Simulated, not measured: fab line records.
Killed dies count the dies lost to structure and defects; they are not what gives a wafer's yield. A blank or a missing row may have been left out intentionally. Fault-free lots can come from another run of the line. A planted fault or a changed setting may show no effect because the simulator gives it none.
Matching of chambers || flow n5Finfet || 4 sister chambers for N5_BEOL_M0_ETCH_138 on rieDiel-05
The step etches SiCN in CH3F/O2, target depth 12 nm, time 31.6 s. 4 wafers are shown with their chamber, then 10 later ones without.

== WAFERS PAIRED WITH THEIR CHAMBERS ==
{"wafer": "L083.1", "chamber": 1, "throttleValvePct (%)": 15.88}
{"wafer": "L083.4", "chamber": 2, "throttleValvePct (%)": 16.54}
{"wafer": "L089.2", "chamber": 3, "throttleValvePct (%)": 16.75}
{"wafer": "L089.3", "chamber": 0, "throttleValvePct (%)": 16.18}

== WAFERS WHOSE CHAMBER IS MISSING ==
{"wafer": "L089.4", "throttleValvePct (%)": 16.16}
{"wafer": "L090.1", "throttleValvePct (%)": 15.92}
{"wafer": "L090.3", "throttleValvePct (%)": 16.11}
{"wafer": "L090.4", "throttleValvePct (%)": 15.92}
{"wafer": "L091.3", "throttleValvePct (%)": 16.10}
{"wafer": "L091.4", "throttleValvePct (%)": 15.90}
{"wafer": "L091.5", "throttleValvePct (%)": 16.12}
{"wafer": "L093.1", "throttleValvePct (%)": 15.95}
{"wafer": "L093.4", "throttleValvePct (%)": 16.29}
{"wafer": "L093.5", "throttleValvePct (%)": 16.28}

== CHAMBER TAKEN BY EACH ==
{"wafer": "L089.4", "from the rows above": 0, "in truth": 0}
{"wafer": "L090.1", "from the rows above": 1, "in truth": 1}
{"wafer": "L090.3", "from the rows above": 0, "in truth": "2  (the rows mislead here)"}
{"wafer": "L090.4", "from the rows above": 1, "in truth": 1}
{"wafer": "L091.3", "from the rows above": 0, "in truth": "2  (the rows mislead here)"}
{"wafer": "L091.4", "from the rows above": 1, "in truth": 1}
{"wafer": "L091.5", "from the rows above": 0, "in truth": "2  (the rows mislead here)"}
{"wafer": "L093.1", "from the rows above": 1, "in truth": 1}
{"wafer": "L093.4", "from the rows above": 0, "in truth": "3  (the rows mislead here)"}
{"wafer": "L093.5", "from the rows above": 0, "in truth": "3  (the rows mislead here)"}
Placed correctly: 5 of 10. Not placeable from these rows: 0. Wrongly placed: 5.
How it was worked out, from the rows above alone: a wafer's distance from a chamber is the root of the sum, over the readings, of the square of ((its reading less the chamber's mean) divided by the reading's scatter). The wafer belongs to the nearest chamber; if the next one is less than 2 further off, it can't be placed. The mean given for a chamber averages the wafers shown for that chamber. The scatter: with one shown wafer a chamber, the root of the mean of the squares of how far each hidden wafer lies from its nearest shown one.
